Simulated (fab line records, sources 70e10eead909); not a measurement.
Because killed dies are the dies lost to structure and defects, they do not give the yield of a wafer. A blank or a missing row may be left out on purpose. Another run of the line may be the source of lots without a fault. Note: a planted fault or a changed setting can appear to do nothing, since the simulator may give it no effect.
Matching of chambers    flow nand harc    NHARC_P_GATE_DESCUM_93 on rie diel-10: 4 sister chambers
The step chemistry O2, time 3 s. 18 wafers are shown with their chamber, then 9 later ones without.

== EACH WAFER AND ITS CHAMBER ==
wafer   chamber  drypump motor current A (A)  throttle valve pct (%)  rf vpp V (V)
L076.1  1        5.0                          11.299                  57.9
L076.3  0        6.1                          11.292                  57.6
L076.5  2        6.1                          11.313                  57.5
L077.3  1        5.0                          11.307                  56.7
L077.5  3        5.7                          11.318                  59.9
L077.6  2        6.1                          11.314                  57.8
L082.2  0        6.2                          11.313                  57.5
L082.3  2        6.1                          11.307                  55.9
L082.4  3        5.7                          11.324                  59.9
L087.1  2        6.0                          11.319                  57.5
L087.2  1        5.0                          11.311                  57.4
L087.5  0        6.2                          11.301                  58.5
L088.3  0        6.2                          11.313                  57.3
L088.4  3        5.7                          11.313                  56.8
L088.5  1        5.0                          11.316                  57.8
L089.1  3        5.7                          11.323                  58.2
L089.4  0        6.2                          11.303                  58.2
L089.5  2        6.1                          11.290                  57.6

SIGNATURES (means of the wafers above)
reading                  chamber 0  chamber 1  chamber 2  chamber 3  scatter within a chamber
drypump motor current A  6.180      5.000      6.080      5.700      0.0338
throttle valve pct       11.30440   11.30825   11.30860   11.31950   0.00867
rf vpp V                 57.820     57.450     57.260     58.700     0.888
Rule: distance of a wafer from a chamber = root of the sum over the readings of ((wafer's reading minus chamber's mean) / reading's scatter) squared. The wafer belongs to the nearest chamber; if the next one is less than 2 further off, it can't be placed. The scatter: take each reading less its chamber's mean, square it, sum over the shown wafers, divide by the number of wafers less the number of chambers, and take the root.

== WAFERS MISSING THEIR CHAMBER ==
wafer   drypump motor current A (A)  throttle valve pct (%)  rf vpp V (V)
L090.1  5.7                          11.307                  57.9
L090.2  6.2                          11.328                  57.5
L090.5  5.0                          11.313                  57.5
L091.1  5.8                          11.313                  59.5
L091.5  5.7                          11.303                  58.5
L091.6  6.2                          11.302                  59.4
L092.1  5.8                          11.308                  56.9
L092.2  6.2                          11.296                  58.1
L092.5  6.1                          11.315                  56.9

== WHICH CHAMBER EACH ONE RAN IN ==
wafer   from the rows above      in truth
L090.1  3                        3
L090.2  can't be placed: 0 or 2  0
L090.5  1                        1
L091.1  3                        3
L091.5  3                        3
L091.6  0                        0
L092.1  3                        3
L092.2  0                        0
L092.5  can't be placed: 2 or 0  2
Placed correctly: 7 of 9. From these rows, 2 cannot be placed; in 2 the true chamber is one of the candidates. Number placed wrongly: 0.
